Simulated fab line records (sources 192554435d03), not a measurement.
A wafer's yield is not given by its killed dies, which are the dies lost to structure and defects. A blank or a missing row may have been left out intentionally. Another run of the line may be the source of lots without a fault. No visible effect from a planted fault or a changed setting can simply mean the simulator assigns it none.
Matching of chambers || flow n5 finfet || rie diel-05 running N5_WELL_APT_DESCUM_13: 4 sister chambers
The step chemistry O2, time 7.9 s. 7 wafers are shown with their chamber, then 7 later ones without.

== WAFERS PAIRED WITH THEIR CHAMBERS ==
{"wafer": "L076.1", "chamber": 1, "showerhead plenum p Torr (Torr)": 2.09, "throttle valve pct (%)": 20.38}
{"wafer": "L084.1", "chamber": 2, "showerhead plenum p Torr (Torr)": 2.19, "throttle valve pct (%)": 20.04}
{"wafer": "L090.1", "chamber": 3, "showerhead plenum p Torr (Torr)": 2.05, "throttle valve pct (%)": 20.75}
{"wafer": "L090.3", "chamber": 2, "showerhead plenum p Torr (Torr)": 2.18, "throttle valve pct (%)": 20.08}
{"wafer": "L090.4", "chamber": 0, "showerhead plenum p Torr (Torr)": 2.08, "throttle valve pct (%)": 20.44}
{"wafer": "L091.1", "chamber": 3, "showerhead plenum p Torr (Torr)": 2.05, "throttle valve pct (%)": 20.76}
{"wafer": "L091.2", "chamber": 0, "showerhead plenum p Torr (Torr)": 2.08, "throttle valve pct (%)": 20.44}

== WAFERS WITH NO CHAMBER GIVEN ==
{"wafer": "L091.6", "showerhead plenum p Torr (Torr)": 2.09, "throttle valve pct (%)": 20.40}
{"wafer": "L093.2", "showerhead plenum p Torr (Torr)": 2.18, "throttle valve pct (%)": 20.08}
{"wafer": "L093.5", "showerhead plenum p Torr (Torr)": 2.08, "throttle valve pct (%)": 20.46}
{"wafer": "L093.6", "showerhead plenum p Torr (Torr)": 2.08, "throttle valve pct (%)": 20.43}
{"wafer": "L097.1", "showerhead plenum p Torr (Torr)": 2.18, "throttle valve pct (%)": 20.09}
{"wafer": "L097.2", "showerhead plenum p Torr (Torr)": 2.08, "throttle valve pct (%)": 20.42}
{"wafer": "L097.5", "showerhead plenum p Torr (Torr)": 2.08, "throttle valve pct (%)": 20.43}

== CHAMBER TAKEN BY EACH ==
{"wafer": "L091.6", "from the rows above": 1, "in truth": 1}
{"wafer": "L093.2", "from the rows above": 2, "in truth": 2}
{"wafer": "L093.5", "from the rows above": 0, "in truth": 0}
{"wafer": "L093.6", "from the rows above": 0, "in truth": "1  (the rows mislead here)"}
{"wafer": "L097.1", "from the rows above": 2, "in truth": 2}
{"wafer": "L097.2", "from the rows above": 0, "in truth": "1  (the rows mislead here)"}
{"wafer": "L097.5", "from the rows above": 0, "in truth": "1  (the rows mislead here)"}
Placed correctly: 4 of 7. Left unplaced by these rows: 0. Number placed wrongly: 3.
How it was worked out, from the rows above alone: a wafer's distance from a chamber is the root of the sum, over the readings, of the square of ((its reading less the chamber's mean) divided by the reading's scatter). If the next closest chamber is less than 2 further off than the closest, the wafer can't be placed; otherwise it belongs to the closest. A chamber's mean is the mean of its shown wafers. The scatter: the root of (the sum of the squares of (reading less its chamber's mean) over the shown wafers, divided by (wafers less chambers)).
